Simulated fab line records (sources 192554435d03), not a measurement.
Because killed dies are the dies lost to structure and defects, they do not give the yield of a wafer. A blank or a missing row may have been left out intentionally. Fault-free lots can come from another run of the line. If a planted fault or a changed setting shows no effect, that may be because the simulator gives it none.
Chamber matching -- flow n5_finfet -- rie_diel-05 running N5_BEOL_M8_DESCUM_16: 4 sister chambers
The step chemistry O2, time 7.9 s. 8 wafers are shown with their chamber, then 8 later ones without.

== WAFERS WITH THEIR CHAMBER ==
wafer,chamber,showerhead_plenum_p_Torr (Torr),throttle_valve_pct (%)
L077.3,0,2.14,19.84
L079.6,1,2.16,20.49
L085.5,3,2.01,20.32
L085.6,2,1.89,20.31
L087.1,3,2.01,20.32
L087.2,2,1.89,20.32
L087.3,1,2.15,20.52
L092.2,0,2.13,19.88

== WAFERS WITH NO CHAMBER GIVEN ==
wafer,showerhead_plenum_p_Torr (Torr),throttle_valve_pct (%)
L092.4,1.89,20.34
L092.6,1.89,20.31
L095.3,2.13,19.92
L095.5,2.15,20.53
L095.6,1.89,20.33
L097.2,2.00,20.34
L097.4,1.89,20.34
L097.5,1.89,20.33

== EACH ONE'S CHAMBER ==
wafer,from the rows above,in truth
L092.4,2,2
L092.6,2,2
L095.3,0,0
L095.5,1,1
L095.6,2,2
L097.2,3,3
L097.4,2,2
L097.5,2,2
8 of 8 placed correctly. Left unplaced by these rows: 0. 0 placed wrongly.
How it was worked out, from the rows above alone: a wafer's distance from a chamber is the root of the sum, over the readings, of the square of ((its reading less the chamber's mean) divided by the reading's scatter). If the next closest chamber is less than 2 further off than the closest, the wafer can't be placed; otherwise it belongs to the closest. Each chamber's mean is taken over the wafers shown for it. How the scatter is found: for the shown wafers, subtract from each reading the mean of its chamber, square and add these, divide the total by (wafers less chambers), then take the root.
